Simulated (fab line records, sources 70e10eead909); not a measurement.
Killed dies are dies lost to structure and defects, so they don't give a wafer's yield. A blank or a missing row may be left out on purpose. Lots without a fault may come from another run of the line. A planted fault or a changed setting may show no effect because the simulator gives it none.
fab line records | flow nand_harc
record lots=14 wafers=42 last_day=24
route steps=1159 shown A_BLC@978
lots that met no fault: from a run of the same line without faults
start_h: hours from the record's first day to the start of the lot's first wafer shown | wait_h: hours since the lot's step before | " the same as in the row above | L1.1+2: a row that stands for several wafers | - no value, or no start given | * or withheld: withheld | < > ~ a bound
route shown NAME@n: a module of which the file shows steps, and the number in the route of the first | usual: mean/standard deviation of fault-free wafers | same: alike in all rows | chamber/n: place in a boat | sites: the reading at each site | _std_site: their standard deviation | _edge_site: outer sites' mean less inner sites' | radius_mm: how far each site lies from the wafer's centre | mask NAME#n: copy n | behind: the tool/chamber that last shaped the wafer | hold: why the lot was held/for how many hours/how that ended | device: the transistor (n, p or np) that didn't switch | end of line: the same wafers' tests at the end of the route | a step without rows: its recipe alone | killed: dies lost to structure and defects at the first sort, not the wafer's yield | map: a wafer's dies, x killed, . not, _ none there
set.NAME: the setting as run; set.NAME@STEP: as run at that earlier step | model.NAME: the simulator's own value behind a step, which no gauge read
steps of the route over a sample of lots; a table a step, a row a wafer
services: from which hour (start_h, from the record's first day; less than 0 if before it) a tool's chamber was out of use, for how many hours, and why
## steps
# step NHARC_A_BLC_ETCH_16
# recipe target_depth_a=390 over_etch_frac=0.3 time_s=65 ion_energy_ev=80 cf4_flow_sccm=150 ar_flow_sccm=0 rf_w=300 bias_w=100 chemistry=CF4
# usual drypump_motor_current_A=5.7/0.37 mfc_ar_sccm=0.011/0.015 oes_product_au=1.002/0.0067 rf_vpp_V=151.3/1.2 showerhead_plenum_p_Torr=1.77/0.074 throttle_valve_pct=13.284/0.0086
# same time_s=65
# columns lot.wafer tool chamber start_h wait_h drypump_motor_current_A mfc_ar_sccm oes_product_au rf_hours_counter_h rf_vpp_V showerhead_plenum_p_Torr throttle_valve_pct
L123.3 rie_diel-06 0 412.74 0.1 5.3 0 1.000 15 153.3 1.87 13.287
L123.2 " 1 " " 5.6 0.009 1.007 13 150.8 1.77 13.291
L123.1 " 2 " " 6.2 0.045 1.006 15 150.3 1.84 13.293
L122.1 rie_diel-09 1 416.46 0.1 5.6 0 1.006 9 150.6 1.75 13.283
L122.3 " 2 " " 5.8 0.005 1.006 18 152.0 1.87 13.277
L122.5 " 3 " " 5.5 0.007 1.005 - 150.2 1.68 13.289
L126.4 rie_diel-09 0 417.75 0.1 5.4 0 1.003 17 152.6 1.81 13.282
L126.6 " 3 " " 5.5 0.007 0.992 - 149.3 1.68 13.280
L126.5 " 0 " " 5.4 0 1.004 - 150.2 1.81 13.297
L127.3 rie_diel-09 1 420.85 0.1 5.6 0 1.002 10 151.1 1.75 13.284
L127.2 " 2 " " 5.8 0.005 0.998 19 153.1 1.87 13.278
L127.1 " 0 " " 5.4 0 0.995 17 151.7 1.81 13.293
L129.3 rie_diel-09 0 444.29 0.1 5.4 0 1.004 1 151.5 1.81 13.283
L129.4 " 1 " " 5.6 0 1.019 1 150.9 1.75 13.294
L129.1 " 2 " " 5.8 0.005 1.004 1 151.5 1.87 13.263
L128.1 rie_diel-08 1 444.48 0.1 5.7 0 0.994 49 150.3 1.71 13.293
L128.5 " 2 " " 6.3 0 0.999 - 152.6 1.84 13.282
L128.4 " 3 " " 5.0 0.011 0.996 - 151.1 1.68 13.289
L130.4 rie_diel-06 2 454.81 0.1 6.3 0.045 0.989 2 152.8 1.84 13.294
L130.3 " 0 " " 5.3 0 1.006 3 152.9 1.87 13.281
L130.6 " 2 " " 6.3 0.045 1.004 - 150.9 1.84 13.283
L132.1 rie_diel-06 3 482.17 0.1 6.5 0.030 1.000 5 150.4 1.65 13.294
L132.5 " 2 " " 6.2 0.045 0.990 - 153.2 1.84 13.287
L132.6 " 3 " " 6.5 0.030 1.007 - 149.9 1.65 13.273
L135.4 rie_diel-06 1 483.31 0.1 5.6 0.009 1.002 5 151.4 1.77 13.283
L135.3 " 0 " " 5.3 0 1.009 5 152.9 1.87 13.282
L135.5 " 1 " " 5.6 0.009 0.996 - 152.1 1.77 13.284
L136.2 rie_diel-09 0 485.93 0.1 5.4 0 1.000 5 152.7 1.81 13.289
L136.6 " 0 " " 5.4 0 0.999 - 152.2 1.81 13.281
L136.4 " 2 " " 5.7 0.005 1.004 - 152.2 1.87 13.274
L134.4 rie_diel-09 0 494.74 0.1 5.4 0 1.002 5 151.5 1.81 13.293
L134.1 " 1 " " 5.6 0 1.016 3 151.2 1.75 13.280
L134.6 " 3 " " 5.6 0.007 1.011 - 149.8 1.68 13.275
L140.3 rie_diel-09 0 510.53 0.1 5.4 0 0.838 8 151.6 1.81 13.279
L140.2 " 2 " " 5.7 0.005 1.000 7 153.0 1.86 13.273
L140.4 " 3 " " 5.5 0.007 0.845 8 151.3 1.67 13.297
L143.3 rie_diel-09 2 521.66 0.1 5.8 0.005 0.848 9 151.3 1.86 13.283
L143.2 " 0 " " 5.4 0 0.999 10 150.6 1.81 13.289
L143.1 " 1 " " 5.6 0 1.005 7 150.9 1.75 13.283
L144.2 rie_diel-08 1 525.42 0.1 5.7 0 1.004 11 150.6 1.70 13.286
L144.6 " 0 " " 5.6 0.005 1.011 - 151.1 1.78 13.283
L144.5 " 1 " " 5.7 0 0.999 - 151.8 1.70 13.291
# step NHARC_A_BLC_STRIP_29
# recipe cf4_flow_sccm=150 ar_flow_sccm=0 bias_w=0 chemistry=CF4
# usual drypump_motor_current_A=5.7/0.35 mfc_ar_sccm=0.009/0.013 oes_product_au=1.005/0.0071 rf_vpp_V=59.4/0.88 showerhead_plenum_p_Torr=1.77/0.077 throttle_valve_pct=13.282/0.0094
# columns lot.wafer tool chamber start_h wait_h drypump_motor_current_A mfc_ar_sccm oes_product_au rf_hours_counter_h rf_vpp_V showerhead_plenum_p_Torr throttle_valve_pct
L123.1 rie_diel-06 2 413.69 0.1 6.2 0.045 1.001 15 59.4 1.84 13.278
L123.2 " 0 " " 5.3 0 1.011 16 59.1 1.87 13.275
L123.3 " 1 " " 5.6 0.009 0.999 13 59.4 1.77 13.292
L122.3 rie_diel-06 3 417.42 0.1 6.4 0.030 1.009 17 58.5 1.66 13.282
L122.1 " 1 " " 5.6 0.009 1.002 14 59.8 1.77 13.302
L122.5 " 3 " " 6.4 0.030 1.005 - 58.8 1.66 13.273
L126.4 rie_diel-09 0 418.74 0.1 5.4 0 0.999 17 58.7 1.81 13.282
L126.6 " 1 " " 5.6 0 1.006 - 59.2 1.75 13.272
L126.5 " 2 " " 5.8 0.005 1.003 - 60.1 1.87 13.280
L127.1 rie_diel-09 0 421.81 0.1 5.4 0 1.004 18 59.5 1.81 13.281
L127.3 " 1 " " 5.6 0 1.006 10 58.3 1.75 13.281
L127.2 " 2 " " 5.8 0.005 1.023 19 60.2 1.87 13.271
L129.4 rie_diel-09 2 445.25 0.1 5.8 0.005 1.009 1 60.3 1.87 13.287
L129.1 " 3 " " 5.5 0.007 1.001 1 57.2 1.68 13.286
L129.3 " 0 " " 5.4 0 1.012 1 60.2 1.81 13.283
L128.1 rie_diel-09 3 445.70 0.1 5.5 0.007 0.994 1 58.7 1.68 13.274
L128.4 " 0 " " 5.4 0 0.996 1 59.5 1.81 13.297
L128.5 " 0 " " 5.4 0 0.994 - 60.4 1.81 13.279
L130.4 rie_diel-09 1 455.77 0.1 5.6 0 1.016 2 59.6 1.75 13.294
L130.3 " 2 " " 5.7 0.005 1.000 2 59.9 1.87 13.278
L130.6 " 0 " " 5.4 0 1.014 - 58.8 1.81 13.286
L132.1 rie_diel-06 3 483.12 0.1 6.4 0.030 1.001 5 58.8 1.65 13.293
L132.6 " 3 " " 6.4 0.030 1.011 - 58.0 1.65 13.294
L132.5 " 0 " " 5.3 0 1.004 - 59.4 1.87 13.272
L135.4 rie_diel-06 3 484.26 0.1 6.5 0.030 1.005 6 59.0 1.65 13.264
L135.3 " 1 " " 5.6 0.009 0.998 5 59.2 1.77 13.295
L135.5 " 0 " " 5.3 0 1.008 - 60.4 1.87 13.274
L136.2 rie_diel-09 3 486.99 0.1 5.5 0.007 1.002 5 59.5 1.67 13.277
L136.4 " 1 " " 5.6 0 1.011 3 59.0 1.75 13.284
L136.6 " 2 " " 5.7 0.005 1.023 - 60.4 1.87 13.278
L134.4 rie_diel-09 3 495.69 0.1 5.5 0.007 0.994 6 58.8 1.68 13.284
L134.1 " 2 " " 5.8 0.005 1.003 5 60.0 1.87 13.274
L134.6 " 3 " " 5.4 0.007 1.006 - 58.2 1.67 13.288
L140.2 rie_diel-06 0 511.51 0.1 5.3 0 1.010 8 60.8 1.86 13.294
L140.3 " 1 " " 5.7 0.009 1.007 8 60.5 1.77 13.273
L140.4 " 2 " " 6.2 0.045 0.999 8 58.9 1.83 13.270
L143.3 rie_diel-09 3 522.61 0.1 5.6 0.007 1.000 10 60.4 1.67 13.276
L143.2 " 1 " " 5.6 0 1.018 8 59.2 1.75 13.288
L143.1 " 2 " " 5.7 0.005 0.996 9 60.6 1.86 13.282
L144.2 rie_diel-06 0 526.40 0.1 5.3 0 1.004 10 60.6 1.86 13.270
L144.6 " 1 " " 5.6 0.009 1.003 - 59.2 1.77 13.281
L144.5 " 2 " " 6.2 0.045 1.007 - 60.4 1.83 13.282
# step NHARC_A_BLC_STRIP_21
# recipe o2_flow_sccm=500 ar_flow_sccm=0 bias_w=0 chemistry=O2
# usual drypump_motor_current_A=5.7/0.34 mfc_ar_sccm=0.008/0.013 oes_product_au=1.004/0.0069 rf_vpp_V=57.7/0.94 showerhead_plenum_p_Torr=3.54/0.15 throttle_valve_pct=17.036/0.0088
# columns lot.wafer tool chamber start_h wait_h drypump_motor_current_A mfc_ar_sccm oes_product_au rf_hours_counter_h rf_vpp_V showerhead_plenum_p_Torr throttle_valve_pct
L123.1 rie_diel-06 1 413.80 0.1 5.6 0.009 1.006 13 56.7 3.53 17.028
L123.3 " 2 " " 6.3 0.045 1.011 15 58.9 3.67 17.047
L123.2 " 3 " " 6.4 0.030 0.999 16 58.8 3.30 17.052
L122.1 rie_diel-06 1 417.54 0.1 5.6 0.009 1.008 14 57.2 3.53 17.027
L122.3 " 2 " " 6.2 0.045 1.002 16 57.8 3.67 17.027
L122.5 " 0 " " 5.3 0 1.002 - 58.2 3.73 17.042
L126.4 rie_diel-09 2 418.82 0.1 5.8 0.005 1.006 19 57.9 3.73 17.040
L126.5 " 1 " " 5.6 0 1.000 - 57.8 3.50 17.049
L126.6 " 2 " " 5.8 0.005 1.000 - 58.5 3.73 17.032
L127.2 rie_diel-09 1 421.90 0.1 5.6 0 1.022 10 56.9 3.50 17.024
L127.1 " 3 " " 5.5 0.007 1.004 18 56.6 3.34 17.032
L127.3 " 0 " " 5.4 0 1.009 18 56.1 3.62 17.046
L129.4 rie_diel-09 3 445.35 0.1 5.5 0.007 1.003 1 55.9 3.34 17.047
L129.1 " 0 " " 5.4 0 1.007 1 59.3 3.62 17.039
L129.3 " 1 " " 5.6 0 1.018 1 57.6 3.49 17.022
L128.1 rie_diel-09 3 445.81 0.1 5.5 0.007 1.007 1 56.3 3.34 17.042
L128.4 " 0 " " 5.4 0 1.005 1 57.8 3.62 17.030
L128.5 " 2 " " 5.8 0.005 1.018 - 57.8 3.73 17.044
L130.4 rie_diel-09 3 455.87 0.1 5.5 0.007 1.000 1 56.8 3.34 17.033
L130.3 " 0 " " 5.4 0 1.010 1 57.3 3.62 17.036
L130.6 " 3 " " 5.5 0.007 1.005 - 58.4 3.34 17.042
L132.1 rie_diel-06 0 483.28 0.2 5.3 0 1.009 5 58.3 3.72 17.039
L132.6 " 1 " " 5.6 0.009 0.994 - 57.3 3.53 17.037
L132.5 " 2 " " 6.3 0.045 0.990 - 57.4 3.66 17.050
L135.4 rie_diel-06 0 484.38 0.1 5.3 0 1.001 6 59.1 3.72 17.041
L135.3 " 2 " " 6.3 0.045 0.993 5 56.9 3.66 17.046
L135.5 " 0 " " 5.3 0 1.003 - 57.3 3.72 17.024
L136.2 rie_diel-09 2 487.08 0.1 5.8 0.005 0.999 5 58.1 3.72 17.028
L136.4 " 3 " " 5.5 0.007 1.015 5 55.9 3.34 17.016
L136.6 " 3 " " 5.5 0.007 1.002 - 56.2 3.34 17.053
L134.1 rie_diel-09 3 495.80 0.1 5.5 0.007 1.002 6 58.7 3.34 17.037
L134.4 " 0 " " 5.4 0 0.997 6 59.4 3.62 17.049
L134.6 " 0 " " 5.4 0 0.996 - 57.9 3.62 17.035
L140.3 rie_diel-06 2 511.62 0.1 6.3 0.045 0.994 8 58.3 3.66 17.050
L140.4 " 3 " " 6.5 0.030 0.998 9 57.3 3.30 17.044
L140.2 " 1 " " 5.6 0.009 1.001 8 57.7 3.53 17.028
L143.3 rie_diel-09 0 522.71 0.1 5.4 0 1.001 11 56.9 3.61 17.032
L143.2 " 1 " " 5.6 0 1.000 8 58.4 3.49 17.038
L143.1 " 3 " " 5.5 0.007 0.987 10 57.0 3.34 17.027
L144.2 rie_diel-06 0 526.48 0.1 5.3 0 1.012 10 59.9 3.72 17.026
L144.5 " 0 " " 5.3 0 1.006 - 58.4 3.72 17.023
L144.6 " 1 " " 5.6 0.009 0.998 - 57.4 3.53 17.030
# step NHARC_A_BLC_PVD_32
# recipe target_thk_a=50 chamber_pressure_pa=5 power_w=5000 substrate_temp_c=200 time_s=17.7 material=Ti
# usual throttle_valve_pct=30.1/1
# same time_s=17.7
# columns lot.wafer tool chamber start_h wait_h throttle_valve_pct
L123.1 pvd_sputter-01 - - - 30.4
L123.2 " - " " 30.0
L123.3 " - " " 29.9
L122.3 pvd_sputter-02 - - - 31.8
L122.1 " - " " 29.6
L122.5 " - " " 31.9
L126.4 pvd_sputter-02 - - - 28.1
L126.5 " - " " 30.4
L126.6 " - " " 31.5
L127.3 pvd_sputter-03 - - - 29.3
L127.1 " - " " 30.5
L127.2 " - " " 31.7
L129.4 pvd_sputter-03 - - - 28.7
L129.3 " - " " 29.2
L129.1 " - " " 30.8
L128.4 pvd_sputter-03 - - - 29.0
L128.1 " - " " 29.2
L128.5 " - " " 29.4
L130.3 pvd_sputter-03 - - - 30.8
L130.4 " - " " 29.3
L130.6 " - " " 30.8
L132.1 pvd_sputter-02 - - - 28.4
L132.6 " - " " 28.6
L132.5 " - " " 29.8
L135.4 pvd_sputter-03 - - - 30.3
L135.3 " - " " 29.0
L135.5 " - " " 30.1
L136.2 pvd_sputter-02 - - - 31.8
L136.4 " - " " 30.3
L136.6 " - " " 31.5
L134.4 pvd_sputter-03 - - - 31.5
L134.1 " - " " 29.0
L134.6 " - " " 29.6
L140.2 pvd_sputter-01 - - - 30.4
L140.3 " - " " 30.2
L140.4 " - " " 30.6
L143.2 pvd_sputter-02 - - - 29.9
L143.1 " - " " 31.8
L143.3 " - " " 28.3
L144.2 pvd_sputter-03 - - - 31.8
L144.6 " - " " 30.2
L144.5 " - " " 31.7
## services
# columns tool chamber start_h hours kind
pvd_sputter-02 - 392.00 10.0 pm
rie_diel-09 0 410.10 - clean
rie_diel-09 1 410.10 - clean
rie_diel-09 2 410.10 - clean
rie_diel-09 3 410.10 - clean
rie_diel-06 - 418.20 9.0 pm
rie_diel-09 - 431.12 9.0 pm
rie_diel-09 0 431.12 9.0 vent_cycle
rie_diel-09 1 431.12 9.0 vent_cycle
rie_diel-09 2 431.12 9.0 vent_cycle
rie_diel-09 3 431.12 9.0 vent_cycle
rie_diel-08 0 436.60 20.0 repair
rie_diel-09 0 440.12 - clean
rie_diel-09 1 440.12 - clean
rie_diel-09 2 440.12 - clean
rie_diel-09 3 440.12 - clean
rie_diel-09 3 440.12 - consumable_replace:focus_ring
pvd_sputter-03 - 458.04 10.0 pm
rie_diel-09 1 475.96 10.1 repair
rie_diel-08 - 479.16 9.0 pm
rie_diel-06 2 487.02 4.5 repair
rie_diel-06 0 513.52 5.1 repair
pvd_sputter-01 - 514.04 10.0 pm
pvd_sputter-02 - 525.97 4.2 repair
## key
first_sign step=NHARC_A_BLC_ETCH_16 reading=oes_product_au direction=down sigmas=23 usual=1.002 struck=0.844
effect none on later readings
met_at NHARC_A_BLC_ETCH_16
struck_lots L140,L143
struck_wafers L140.3,L140.4,L143.3
sort_left_out L140.3,L140.4,L143.3
tester_left_out L140,L143
not_acting_at NHARC_A_BLC_STRIP_29,NHARC_A_BLC_STRIP_21,NHARC_A_BLC_PVD_32
onset_between 494.74 510.53
fault kind=process_parameter_drift tool=rie_diel-09 chamber=- onset_h=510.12 steps=NHARC_A_BLC_ETCH_16 channel=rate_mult offset=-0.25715 shape=step end_h=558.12 scope=struck_wafers_only
# tester_left_out: of these lots the tester's yield and bins aren't shown, on N5 and GAA mostly nor the transistor test; their killed dies are dies lost to structure and defects alone, not to doping, threshold or leakage, so they don't give the yield
# sort_left_out: the simulated sort isn't trusted on such a fault, so these wafers' sort isn't shown, and their yield isn't known
